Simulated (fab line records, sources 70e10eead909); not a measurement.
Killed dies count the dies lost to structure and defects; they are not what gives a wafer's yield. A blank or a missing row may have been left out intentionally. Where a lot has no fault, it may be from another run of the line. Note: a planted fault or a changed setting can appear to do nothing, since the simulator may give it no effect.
fab line records	flow nand_harc	part 1 of 2: steps 1 to 4 of 6
record: lots: 23	wafers: 69	last_day: 24
route steps=1159 shown A_STAIRCASE@620
lots with no fault: from the same line, run without faults
start_h: hours from the record's opening day to when the first of the lot's shown wafers began	wait_h: hours since the lot's step before	" as in the row above	L1.1+2: a row that stands for several wafers	- value missing, or start not given	* or withheld: withheld	< > ~ a bound
route shown NAME@n: names a module that has steps shown in the file, with the first one's number in the route	usual: mean/standard deviation of fault-free wafers	same: alike in all rows	chamber/n: place in a boat	sites: each site's reading	_std_site: their standard deviation	_edge_site: mean of outer sites minus mean of inner sites	radius_mm: how far each site lies from the wafer's centre	mask NAME#n: copy n	behind: the tool/chamber that last shaped the wafer	hold: cause of the lot's hold/its duration in hours/its outcome	device: whichever transistor did not switch (one of n, p or np)	end of line: tests run on the same wafers once the route is complete	a step without rows: its recipe alone	killed: dies lost to structure and defects at the first sort, not the wafer's yield	map: dies across one wafer; x = killed, . = not, _ = none there
set.NAME: the setting as run; set.NAME@STEP: as run at that earlier step	model.NAME: the simulator's own value behind a step, which no gauge read
steps of the route over a sample of lots; a table a step, a row a wafer
services: a tool's chamber out of use, with start hour (start_h, from the record's first day; less than 0 if before it), hours out, and reason
== steps ==
step: NHARC_A_STAIRCASE_TRIM_226
recipe: time_s: 211.2	o2_flow_sccm: 500	ar_flow_sccm: 0	bias_w: 0	chemistry: O2
usual: drypump_motor_current_A: 5.7/0.33	oes_product_au: 0.998/0.0069	rf_vpp_V: 57.7/0.84	showerhead_plenum_p_Torr: 3.53/0.16	throttle_valve_pct: 17.036/0.0095
lot.wafer	tool	chamber	start_h	wait_h	drypump_motor_current_A	oes_product_au	rf_hours_counter_h	rf_vpp_V	showerhead_plenum_p_Torr	throttle_valve_pct
L074.4	rie_diel-03	0	-	-	5.5	0.993	2	57.1	3.60	17.051
L074.5	"	0	"	"	5.5	0.997	-	58.0	3.60	17.030
L074.6	"	1	"	"	5.8	0.982	-	58.3	3.77	17.027
L076.1	rie_diel-07	2	-	-	6.0	0.997	7	58.7	3.37	17.045
L076.2	"	3	"	"	5.7	0.997	6	57.4	3.61	17.015
L076.6	"	2	"	"	6.1	1.001	-	56.5	3.36	17.046
L075.4	rie_diel-03	2	-	-	5.8	1.005	14	58.4	3.60	17.022
L075.2	"	0	"	"	5.5	1.001	11	57.1	3.60	17.034
L075.6	"	3	"	"	6.1	0.999	-	59.1	3.63	17.039
L077.1	rie_diel-07	1	-	-	5.6	0.995	9	56.5	3.33	17.048
L077.2	"	2	"	"	6.0	0.992	8	57.3	3.36	17.035
L077.5	"	0	"	"	6.3	0.997	-	58.6	3.80	17.060
L080.3	rie_diel-03	2	-	-	5.8	1.002	16	58.2	3.60	17.021
L080.2	"	3	"	"	6.1	0.992	16	56.3	3.63	17.055
L080.6	"	1	"	"	5.8	1.004	-	56.7	3.77	17.034
L079.3	rie_diel-07	0	-	-	6.3	0.991	8	57.6	3.80	17.038
L079.1	"	2	"	"	6.1	0.996	10	57.9	3.36	17.051
L079.6	"	1	"	"	5.6	0.997	-	56.6	3.33	17.034
L078.3	rie_diel-03	2	-	-	5.8	0.993	19	57.3	3.60	17.031
L078.2	"	0	"	"	5.5	0.998	16	56.6	3.60	17.039
L078.4	"	1	"	"	5.8	1.002	19	58.5	3.76	17.045
L081.3	rie_diel-02	0	-	-	5.9	0.993	49	57.9	3.45	17.029
L081.2	"	1	"	"	5.4	0.999	50	58.2	3.33	17.041
L081.4	"	2	"	"	5.4	0.995	43	58.2	3.32	17.040
L083.1	rie_diel-02	3	-	-	5.0	0.996	53	57.8	3.37	17.053
L083.2	"	1	"	"	5.4	1.008	54	56.8	3.32	17.015
L083.5	"	3	"	"	5.0	0.992	-	57.8	3.37	17.043
L082.1	rie_diel-03	2	-	-	5.7	0.999	28	56.9	3.59	17.034
L082.6	"	3	"	"	6.0	0.994	-	58.5	3.62	17.039
L082.5	"	0	"	"	5.5	0.996	-	57.6	3.59	17.025
L084.3	rie_diel-07	0	-	-	6.3	0.998	18	58.7	3.80	17.033
L084.6	"	2	"	"	6.1	1.000	-	57.5	3.36	17.038
L084.5	"	3	"	"	5.7	0.983	-	57.7	3.61	17.034
L085.1	rie_diel-02	1	-	-	5.4	1.012	61	57.0	3.32	17.031
L085.4	"	3	"	"	5.0	0.998	58	55.5	3.37	17.030
L085.6	"	0	"	"	5.9	0.998	-	56.1	3.44	17.033
L086.1	rie_diel-03	2	-	-	5.8	0.992	39	57.9	3.58	17.045
L086.2	"	3	"	"	6.1	0.998	40	58.4	3.61	17.056
L086.4	"	0	"	"	5.5	0.994	38	58.2	3.58	17.037
L087.1	rie_diel-02	3	-	-	5.0	1.000	62	57.0	3.37	17.009
L087.4	"	0	"	"	5.9	1.007	63	57.9	3.44	17.035
L087.5	"	3	"	"	5.0	0.991	-	57.0	3.37	17.031
L088.4	rie_diel-02	0	-	-	5.9	1.006	63	57.4	3.44	17.034
L088.2	"	1	"	"	5.4	1.011	65	57.4	3.32	17.031
L088.5	"	1	"	"	5.4	1.009	-	59.7	3.32	17.029
L090.1	rie_diel-02	2	-	-	5.4	0.987	0	57.7	3.31	17.031
L090.3	"	1	"	"	5.4	1.014	0	56.9	3.32	17.030
L090.5	"	3	"	"	5.0	0.998	-	56.8	3.37	17.041
L089.1	rie_diel-03	3	-	-	6.1	0.995	48	58.1	3.61	17.050
L089.4	"	0	"	"	5.5	0.996	-	58.2	3.58	17.033
L089.5	"	1	"	"	5.8	0.991	-	58.1	3.75	17.047
L091.4	rie_diel-03	1	-	-	5.8	0.999	51	58.0	3.75	17.036
L091.5	"	2	"	"	5.7	0.997	-	56.7	3.58	17.050
L091.6	"	3	"	"	6.1	0.999	-	58.2	3.61	17.035
L094.3	rie_diel-03	0	-	-	5.5	0.986	55	57.6	3.57	17.027
L094.2	"	1	"	"	5.8	0.998	57	58.3	3.74	17.032
L094.4	"	2	"	"	5.8	1.006	52	57.9	3.58	17.023
L095.3	rie_diel-07	0	-	-	6.3	1.000	41	57.5	3.78	17.053
L095.2	"	1	"	"	5.6	0.991	44	57.3	3.31	17.031
L095.1	"	2	"	"	6.0	1.008	45	57.0	3.34	17.025
L093.1	rie_diel-03	0	-	-	5.5	1.005	60	57.9	3.57	17.052
L093.3	"	1	"	"	5.8	1.000	62	58.4	3.74	17.019
L093.4	"	2	"	"	5.7	1.008	57	58.3	3.57	17.036
L096.2	rie_diel-02	0	-	-	5.9	0.992	18	59.4	3.43	17.050
L096.6	"	3	"	"	5.0	0.992	-	57.6	3.36	17.046
L096.5	"	0	"	"	5.9	0.989	-	58.0	3.43	17.034
L097.1	rie_diel-07	0	-	-	6.3	1.000	49	58.7	3.78	17.025
L097.3	"	3	"	"	5.7	0.994	45	57.7	3.59	17.060
L097.5	"	1	"	"	5.6	0.990	-	56.6	3.31	17.053
step: NHARC_A_STAIRCASE_TRIM_229
recipe: time_s: 211.2	o2_flow_sccm: 500	ar_flow_sccm: 0	bias_w: 0	chemistry: O2
usual: drypump_motor_current_A: 5.7/0.38	oes_product_au: 0.999/0.0081	rf_vpp_V: 57.6/0.96	showerhead_plenum_p_Torr: 3.47/0.17	throttle_valve_pct: 17.036/0.0091
lot.wafer	tool	chamber	start_h	wait_h	drypump_motor_current_A	oes_product_au	rf_hours_counter_h	rf_vpp_V	showerhead_plenum_p_Torr	throttle_valve_pct
L074.4	rie_diel-07	2	237.50	0.1	6.0	0.989	0	57.8	3.37	17.047
L074.6	"	0	"	"	6.3	1.004	-	57.6	3.81	17.053
L074.5	"	1	"	"	5.6	0.990	-	57.7	3.33	17.041
L076.2	rie_diel-07	0	252.69	0.1	6.3	0.989	5	58.0	3.80	17.040
L076.1	"	2	"	"	6.0	0.993	7	57.1	3.36	17.030
L076.6	"	1	"	"	5.6	0.998	-	56.6	3.33	17.043
L075.4	rie_diel-03	3	254.28	0.1	6.1	1.008	15	57.9	3.63	17.039
L075.2	"	0	"	"	5.5	1.012	11	57.0	3.60	17.043
L075.6	"	2	"	"	5.8	1.008	-	57.1	3.60	17.016
L077.2	rie_diel-07	3	254.29	0.1	5.7	0.996	6	56.4	3.61	17.029
L077.1	"	0	"	"	6.2	1.003	6	59.3	3.80	17.049
L077.5	"	2	"	"	6.0	0.986	-	58.1	3.36	17.035
L080.2	rie_diel-02	1	260.46	0.1	5.4	1.003	42	58.7	3.33	17.034
L080.3	"	0	"	"	5.9	0.998	41	57.8	3.45	17.033
L080.6	"	3	"	"	5.0	0.993	-	56.6	3.38	17.043
L079.1	rie_diel-02	1	260.94	0.1	5.4	1.008	42	57.1	3.33	17.033
L079.3	"	3	"	"	5.0	0.997	40	56.9	3.38	17.030
L079.6	"	0	"	"	5.9	1.003	-	59.3	3.45	17.029
L078.3	rie_diel-07	1	267.61	0.1	5.6	0.999	13	56.7	3.33	17.033
L078.2	"	2	"	"	6.1	0.993	13	57.4	3.36	17.039
L078.4	"	0	"	"	6.3	1.006	10	57.3	3.80	17.030
L081.3	rie_diel-02	1	286.38	0.1	5.4	1.012	50	56.8	3.32	17.022
L081.4	"	3	"	"	5.0	0.999	48	57.4	3.38	17.034
L081.2	"	0	"	"	5.9	1.007	49	57.1	3.45	17.037
L083.1	rie_diel-02	3	296.24	0.1	5.0	1.002	53	59.9	3.37	17.055
L083.2	"	2	"	"	5.4	0.997	48	56.7	3.32	17.029
L083.5	"	3	"	"	5.0	0.994	-	58.6	3.37	17.031
L082.1	rie_diel-03	3	296.64	0.1	6.1	0.994	29	57.4	3.62	17.040
L082.6	"	2	"	"	5.7	0.996	-	59.4	3.59	17.043
L082.5	"	3	"	"	6.1	1.002	-	58.6	3.62	17.036
L084.3	rie_diel-07	1	307.21	0.1	5.6	1.001	21	56.6	3.32	17.051
L084.6	"	0	"	"	6.3	1.002	-	59.7	3.80	17.012
L084.5	"	1	"	"	5.6	0.996	-	56.2	3.32	17.035
L085.4	rie_diel-02	3	313.38	0.1	5.0	0.988	59	57.1	3.37	17.034
L085.1	"	0	"	"	6.0	1.004	60	55.4	3.44	17.037
L085.6	"	1	"	"	5.4	1.009	-	56.6	3.32	17.056
L086.4	rie_diel-02	2	318.59	0.1	5.4	1.004	56	57.6	3.32	17.038
L086.2	"	0	"	"	5.9	0.998	61	57.5	3.44	17.036
L086.1	"	1	"	"	5.4	1.002	63	55.3	3.32	17.062
L087.1	rie_diel-07	1	321.03	0.1	5.6	1.002	27	58.0	3.32	17.042
L087.5	"	2	"	"	6.1	0.995	-	57.3	3.35	17.044
L087.4	"	0	"	"	6.3	0.996	-	58.3	3.79	17.023
L088.2	rie_diel-02	2	322.77	0.1	5.4	1.002	59	57.7	3.31	17.046
L088.4	"	3	"	"	5.0	0.991	62	57.8	3.37	17.037
L088.5	"	3	"	"	5.0	0.998	-	55.8	3.37	17.029
L090.1	rie_diel-02	1	339.51	0.1	5.4	1.010	0	57.1	3.32	17.040
L090.3	"	2	"	"	5.3	0.999	1	57.1	3.31	17.036
L090.5	"	0	"	"	5.9	0.998	-	57.4	3.44	17.026
L089.1	rie_diel-03	1	340.05	0.1	5.8	0.989	48	58.2	3.75	17.038
L089.4	"	0	"	"	5.5	0.996	-	58.3	3.58	17.031
L089.5	"	3	"	"	6.1	0.996	-	56.6	3.61	17.032
L091.5	rie_diel-07	2	352.70	0.1	6.1	1.003	-	56.5	3.35	17.026
L091.6	"	0	"	"	6.3	1.006	-	58.4	3.79	17.030
L091.4	"	1	"	"	5.6	0.986	-	58.0	3.31	17.039
L094.4	rie_diel-02	1	365.63	0.1	5.4	1.010	12	56.8	3.31	17.025
L094.3	"	2	"	"	5.4	0.987	10	58.1	3.31	17.031
L094.2	"	3	"	"	5.0	1.000	10	56.4	3.36	17.039
L095.3	rie_diel-02	2	367.97	0.1	5.4	0.987	10	55.7	3.31	17.025
L095.1	"	0	"	"	5.9	0.995	12	57.7	3.43	17.028
L095.2	"	1	"	"	5.4	1.004	12	57.8	3.31	17.044
L093.3	rie_diel-03	0	376.61	0.1	5.5	0.990	60	58.4	3.57	17.028
L093.1	"	1	"	"	5.8	0.989	62	58.6	3.74	17.025
L093.4	"	2	"	"	5.7	1.001	57	59.6	3.57	17.020
L096.2	rie_diel-07	3	379.90	0.1	5.7	0.992	43	57.3	3.59	17.049
L096.5	"	0	"	"	6.2	0.997	-	58.5	3.78	17.030
L096.6	"	1	"	"	5.6	0.989	-	56.8	3.31	17.030
L097.3	rie_diel-07	3	385.54	0.1	5.7	1.004	45	57.9	3.59	17.028
L097.1	"	0	"	"	6.3	1.011	49	59.5	3.78	17.024
L097.5	"	3	"	"	5.7	1.018	-	58.4	3.59	17.023
step: NHARC_A_STAIRCASE_DESCUM_252
recipe: time_s: 3	o2_flow_sccm: 200	ar_flow_sccm: 0	bias_power_w: 0	chemistry: O2
usual: drypump_motor_current_A: 5.7/0.36	oes_product_au: 0.998/0.0067	rf_vpp_V: 57.5/0.93	showerhead_plenum_p_Torr: 1.88/0.097	throttle_valve_pct: 11.311/0.0091
lot.wafer	tool	chamber	start_h	wait_h	drypump_motor_current_A	oes_product_au	rf_hours_counter_h	rf_vpp_V	showerhead_plenum_p_Torr	throttle_valve_pct
L074.6	rie_diel-07	1	241.59	-	5.6	0.982	-	57.3	1.80	11.310
L074.5	"	2	"	"	6.1	0.999	-	57.8	1.82	11.319
L074.4	"	3	"	"	5.7	0.996	-	56.8	1.96	11.316
L076.1	rie_diel-07	2	255.25	-	6.0	0.994	8	56.9	1.82	11.316
L076.2	"	0	"	"	6.2	1.003	7	60.5	2.07	11.302
L076.6	"	2	"	"	6.0	0.990	-	55.5	1.82	11.306
L075.4	rie_diel-03	1	256.70	-	5.7	0.996	14	58.7	2.05	11.316
L075.2	"	3	"	"	6.1	1.002	15	59.6	1.97	11.312
L075.6	"	0	"	"	5.5	1.000	-	56.5	1.95	11.317
L077.1	rie_diel-03	1	257.15	-	5.7	0.994	14	58.1	2.05	11.320
L077.2	"	2	"	"	5.8	1.008	15	58.9	1.95	11.312
L077.5	"	3	"	"	6.0	1.005	-	56.5	1.97	11.308
L080.3	rie_diel-07	1	263.48	-	5.6	0.995	12	57.0	1.80	11.289
L080.2	"	3	"	"	5.7	1.007	10	57.4	1.96	11.308
L080.6	"	0	"	"	6.2	0.999	-	57.8	2.07	11.307
L079.3	rie_diel-07	1	263.79	-	5.6	0.990	12	56.0	1.80	11.319
L079.1	"	2	"	"	6.0	1.006	11	57.2	1.82	11.319
L079.6	"	1	"	"	5.5	0.997	-	55.8	1.80	11.312
L078.4	rie_diel-07	1	270.29	-	5.6	0.984	14	58.1	1.80	11.321
L078.3	"	2	"	"	6.0	0.995	14	57.1	1.82	11.326
L078.2	"	3	"	"	5.7	0.994	13	57.9	1.96	11.294
L081.4	rie_diel-02	0	289.23	-	6.0	1.000	50	56.5	1.87	11.313
L081.2	"	1	"	"	5.4	1.002	51	57.5	1.80	11.330
L081.3	"	2	"	"	5.3	0.991	44	56.9	1.79	11.315
L083.2	rie_diel-02	0	298.85	-	5.9	0.997	53	56.6	1.87	11.308
L083.1	"	1	"	"	5.4	1.000	54	57.3	1.79	11.311
L083.5	"	3	"	"	5.0	0.991	-	55.9	1.82	11.310
L082.1	rie_diel-03	1	299.66	-	5.8	0.994	29	59.3	2.05	11.306
L082.5	"	0	"	"	5.5	0.987	-	56.3	1.95	11.304
L082.6	"	1	"	"	5.7	0.986	-	57.6	2.05	11.326
L084.3	rie_diel-03	0	309.80	-	5.5	0.994	32	56.5	1.95	11.307
L084.5	"	2	"	"	5.8	1.000	-	59.1	1.95	11.295
L084.6	"	3	"	"	6.0	0.992	-	58.7	1.96	11.313
L085.1	rie_diel-02	1	316.56	-	5.4	1.012	63	56.8	1.79	11.311
L085.4	"	3	"	"	5.0	0.992	60	56.8	1.82	11.316
L085.6	"	2	"	"	5.4	1.001	-	57.0	1.79	11.304
L086.1	rie_diel-02	3	321.46	-	5.0	0.996	62	57.6	1.82	11.319
L086.2	"	0	"	"	5.9	1.007	63	57.8	1.86	11.320
L086.4	"	1	"	"	5.4	1.005	64	57.0	1.79	11.312
L087.1	rie_diel-07	0	323.79	-	6.2	1.006	25	58.4	2.07	11.318
L087.4	"	1	"	"	5.5	0.990	-	57.4	1.79	11.306
L087.5	"	2	"	"	6.1	0.997	-	56.6	1.81	11.308
L088.2	rie_diel-02	2	325.34	-	5.3	0.998	59	56.7	1.79	11.305
L088.4	"	1	"	"	5.4	1.012	65	56.0	1.79	11.310
L088.5	"	3	"	"	5.0	0.998	-	57.1	1.82	11.306
L090.3	rie_diel-02	1	342.30	-	5.4	1.009	1	57.6	1.79	11.312
L090.1	"	3	"	"	5.0	1.000	1	57.2	1.82	11.302
L090.5	"	0	"	"	5.9	0.991	-	57.4	1.86	11.311
L089.1	rie_diel-03	3	342.67	-	6.1	1.011	49	56.2	1.96	11.319
L089.4	"	0	"	"	5.5	0.996	-	57.4	1.94	11.316
L089.5	"	1	"	"	5.8	0.999	-	58.4	2.04	11.321
L091.4	rie_diel-02	3	355.66	-	5.0	0.998	6	58.1	1.82	11.317
L091.5	"	3	"	"	5.0	0.997	-	58.1	1.82	11.330
L091.6	"	0	"	"	5.9	0.998	-	57.5	1.86	11.324
L094.4	rie_diel-02	1	369.54	-	5.4	1.004	13	57.8	1.79	11.306
L094.2	"	3	"	"	5.0	1.002	11	57.5	1.82	11.309
L094.3	"	0	"	"	5.9	0.993	13	56.6	1.86	11.292
L095.1	rie_diel-02	0	370.87	-	5.9	0.992	13	59.0	1.86	11.314
L095.3	"	1	"	"	5.4	0.982	13	58.5	1.79	11.302
L095.2	"	3	"	"	5.0	0.987	11	57.3	1.82	11.304
L093.3	rie_diel-07	0	379.75	-	6.3	1.006	47	57.1	2.06	11.324
L093.1	"	3	"	"	5.7	1.008	43	57.0	1.95	11.307
L093.4	"	1	"	"	5.6	1.003	-	57.9	1.78	11.324
L096.2	rie_diel-07	0	383.33	-	6.3	0.999	48	59.0	2.06	11.319
L096.5	"	1	"	"	5.6	0.998	-	56.9	1.78	11.307
L096.6	"	2	"	"	6.0	0.999	-	58.0	1.81	11.299
L097.1	rie_diel-02	1	388.19	-	5.4	0.995	20	56.1	1.78	11.299
L097.3	"	2	"	"	5.4	0.996	18	57.3	1.78	11.319
L097.5	"	3	"	"	5.0	1.002	-	56.1	1.81	11.305
step: NHARC_A_STAIRCASE_HM_DEP_456
recipe: target_thk_a: 15000	temp_c: 400	material: aC
usual: throttle_valve_pct: 34.999/0.0081
lot.wafer	tool	chamber	start_h	wait_h	throttle_valve_pct
L074.4	acl_dep-02	0	243.73	-	35.012
L074.5	"	0	"	"	34.994
L074.6	"	0	"	"	34.989
L076.1	acl_dep-01	0	256.47	-	35.001
L076.2	"	0	"	"	34.989
L076.6	"	0	257.99	-	35.002
L075.2	acl_dep-02	0	257.98	-	34.989
L075.4	"	0	"	"	35.006
L075.6	"	0	"	"	34.998
L077.1	acl_dep-01	0	258.30	-	34.997
L077.2	"	0	"	"	35.001
L077.5	"	0	"	"	34.987
L079.1	acl_dep-02	0	265.89	-	34.991
L079.3	"	0	"	"	34.992
L079.6	"	0	"	"	35.010
L080.2	acl_dep-03	0	266.00	-	35.007
L080.3	"	0	"	"	34.994
L080.6	"	0	"	"	34.996
L078.2	acl_dep-03	0	272.82	-	35.013
L078.3	"	0	"	"	34.990
L078.4	"	0	"	"	35.003
L081.2	acl_dep-02	0	290.53	-	34.987
L081.3	"	0	"	"	35.004
L081.4	"	0	"	"	35.002
L083.1	acl_dep-03	0	303.17	-	34.998
L083.2	"	0	"	"	34.995
L083.5	"	0	"	"	35.000
L082.1	acl_dep-02	0	303.65	-	34.990
L082.5	"	0	304.87	-	35.004
L082.6	"	0	"	"	34.996
L084.3	acl_dep-03	0	311.44	-	35.002
L084.5	"	0	"	"	34.994
L084.6	"	0	"	"	34.998
L085.1	acl_dep-02	0	318.33	-	35.006
L085.4	"	0	"	"	35.001
L085.6	"	0	"	"	35.013
L086.1	acl_dep-01	0	324.00	-	35.010
L086.2	"	0	"	"	34.982
L086.4	"	0	"	"	34.984
L087.1	acl_dep-02	0	329.55	-	34.987
L087.4	"	0	"	"	34.982
L087.5	"	0	"	"	35.008
L088.2	acl_dep-03	0	330.62	-	34.991
L088.4	"	0	"	"	35.003
L088.5	"	0	"	"	35.004
L090.1	acl_dep-01	0	343.68	-	35.007
L090.3	"	0	"	"	34.997
L090.5	"	0	"	"	34.995
L089.1	acl_dep-03	0	344.71	-	34.993
L089.4	"	0	"	"	34.989
L089.5	"	0	"	"	34.996
L091.4	acl_dep-01	0	360.76	-	35.002
L091.5	"	0	"	"	35.005
L091.6	"	0	"	"	34.999
L094.2	acl_dep-03	0	371.74	-	35.003
L094.3	"	0	"	"	35.008
L094.4	"	0	"	"	34.996
L095.1	acl_dep-02	0	371.85	-	34.992
L095.2	"	0	"	"	34.993
L095.3	"	0	"	"	35.017
L093.1	acl_dep-01	0	384.35	-	35.004
L093.3	"	0	"	"	34.997
L093.4	"	0	"	"	34.992
L096.2	acl_dep-02	0	386.01	-	34.992
L096.5	"	0	"	"	34.994
L096.6	"	0	"	"	35.001
L097.1	acl_dep-03	0	391.61	-	35.001
L097.3	"	0	"	"	34.996
L097.5	"	0	"	"	34.977
